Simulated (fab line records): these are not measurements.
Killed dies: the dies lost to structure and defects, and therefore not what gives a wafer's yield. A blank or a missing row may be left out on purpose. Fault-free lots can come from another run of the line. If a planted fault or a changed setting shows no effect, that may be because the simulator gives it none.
Struck lot and sound lot, side by side -- flow n5_finfet -- 16 out of 1938 route steps
Sound: the wafers L871.1, L871.2, L871.6. Struck: wafer L875.5. (L875.1, L875.6 of the same lot were not struck and are left out.) The cause comes at the end.
Each step with rows lists, per side, the tool, then ch with its chambers, then its first start. Under that, the readings that differ: sound wafers -- struck wafers -- difference of the means -- sigmas: that difference in standard deviations of wafers without a fault.
alike: a reading whose means differ by less than 2 such deviations, as well as words and numbers matching on both sides. not compared: withheld readings; readings where some wafer has no value; bounds like >300 that might hide an equal value; numbers whose values overlap and for which the record gives no deviation.
Wherever a step has rows on one side only, a row that says differs or no value, or a row with sigmas, the two part there. When numbers do not overlap yet have no deviation, they are printed without sigmas and do not part them. A reading missing from all wafers of one side parts the sides only when that side holds two or more wafers.

first, 4 steps without rows for these wafers: N5_BEOL_M4_SOFTBAKE_23 (time 60 s); N5_BEOL_M4_EXPOSE_25 (exposes mask V3, defocus 5 nm); N5_BEOL_M4_PEB_26 (peb time 60 s); N5_BEOL_M4_DEVELOP_27 (develop time 30 s).
N5_BEOL_M4_CD_MEAS_28: target cd 26.2 nm, target cd y 24.1 nm.
  sound on cd_sem-03 ch 0, day 7 16:58; struck on cd_sem-03 ch 0, day 8 21:17
  alike: cd_nm
N5_BEOL_M4_OVL_MEAS_29:
  sound on overlay-02 ch 0, day 7 17:00; struck on overlay-02 ch 0, day 8 21:19
  alike: V3_OVL
N5_BEOL_M4_INSPECT_30: inspects for defects (brightfield).
  sound on defect_inspect-01, day 7 17:04; struck on defect_inspect-02, day 8 21:23
  alike: raw_defect_count
N5_BEOL_M4_DESCUM_33: chemistry O2, time 7 s.
  sound on rie_diel-02 ch 0,1,2, day 7 17:06; struck on rie_diel-02 ch 1, day 8 21:25
  alike: bias_power_w, drypump_motor_current_A, oes_product_au, rf_vpp_V, showerhead_plenum_p_Torr, throttle_valve_pct
  not compared: rf_hours_counter_h
N5_BEOL_M4_ETCH_77: etches underlayer in N2/H2, target depth 6.5 nm, time 5.2 s.
  sound on rie_diel-02 ch 0,1,2, day 7 17:08; struck on rie_diel-02 ch 1, day 8 21:27
  alike: drypump_motor_current_A, etch_rf_on_time_s, n2_flow_sccm, oes_product_au, rf_vpp_V, showerhead_plenum_p_Torr, throttle_valve_pct
  not compared: rf_hours_counter_h
N5_BEOL_M4_ETCH_69: etches SiARC in CF4, target depth 15.6 nm, time 26 s.
  sound on rie_diel-02 ch 0,1,2, day 7 17:09; struck on rie_diel-02 ch 1, day 8 21:28
  alike: cf4_flow_sccm, drypump_motor_current_A, etch_rf_on_time_s, oes_product_au, rf_vpp_V, showerhead_plenum_p_Torr, throttle_valve_pct
  not compared: rf_hours_counter_h
N5_BEOL_M4_ALD_98: deposits SiO2, target thk 2.5 nm, pulse time 1 s, co reactant pulse time 1 s.
  sound on ald_sin-03 ch 0,1,3, day 7 17:14; struck on ald_sin-01 ch 2, day 8 21:33
  alike: heater_power_w, precursor_pulse_height_rel
N5_BEOL_M4_ETCHBACK_99: etches SiO2 in CHF3, target depth 5 nm, time 10.4 s.
  sound on rie_diel-02 ch 1,2,3, day 7 20:14; struck on rie_diel-02 ch 0, day 8 21:40
  alike: drypump_motor_current_A, oes_product_au, rf_vpp_V, showerhead_plenum_p_Torr, throttle_valve_pct
  not compared: rf_hours_counter_h
N5_BEOL_M4_ETCH_70: etches SOC in N2/H2, target depth 80 nm, overetch 24 nm, time 130 s.
  sound on rie_diel-02 ch 1,2,3, day 7 20:17; struck on rie_diel-02 ch 0, day 8 21:43
reading,sound,struck,difference,sigmas
temp_c (C),40.20 39.95 40.02,36.64,-3.42,-35
  alike: drypump_motor_current_A, n2_flow_sccm, oes_product_au, rf_vpp_V, showerhead_plenum_p_Torr, throttle_valve_pct
  not compared: rf_hours_counter_h
then, 1 step without rows for these wafers: N5_BEOL_M4_STRIP_71 (strips in N2/H2).
N5_BEOL_M4_RC_MEAS_101:
  sound on prober-02 ch 0, day 8 00:39; struck on prober-02 ch 0, day 9 01:46
reading,sound,struck,difference,sigmas
SS_N (mV/dec),70.6 71.8 71.3,72.5,+1.3,+2
VT_P (mV),-255 -254 -257,-248,+7,+2
  alike: DIBL_N, DIBL_P, IOFF_N, IOFF_P, ION_N, ION_P, SS_P, VT_N
-- here the record skips 5 days between the struck wafers' starts before and after, leaving off in module BEOL_M4 and picking up in module PASSIVATION (first step shown: number 1936 of the route) --
N5_PASSIVATION_PROBE_49:
  sound on prober-01, day 12 20:55; struck on prober-02, day 13 18:43
reading,sound,struck,difference,sigmas
defect_limited_yield (%),92.6 94.1 91.4,89.7,-3.0,-2
killed_at_M0_to_M3,12 19 27,43,+24,+2
killed_at_contacts,17 10 11,28,+15,+2
killed_dies,87 70 101,122,+36,+2
sort_n_pass,1093 1110 1079,1058,-36,-2
sort_yield_pct (%),92.6 94.1 91.4,89.7,-3.0,-2
  alike: killed_at_M4_up, killed_at_front_end, killed_at_other, killed_open, killed_short, sort_bin_5_function, sort_bin_6_memory

== WHERE THEY PART ==
Last at N5_PASSIVATION_PROBE_49 as far as this record goes, first at N5_BEOL_M4_ETCH_70.

WHY: the cause the simulator had injected
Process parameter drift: rie_diel-02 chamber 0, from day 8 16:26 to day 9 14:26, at N5_BEOL_M4_ETCH_70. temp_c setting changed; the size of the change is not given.
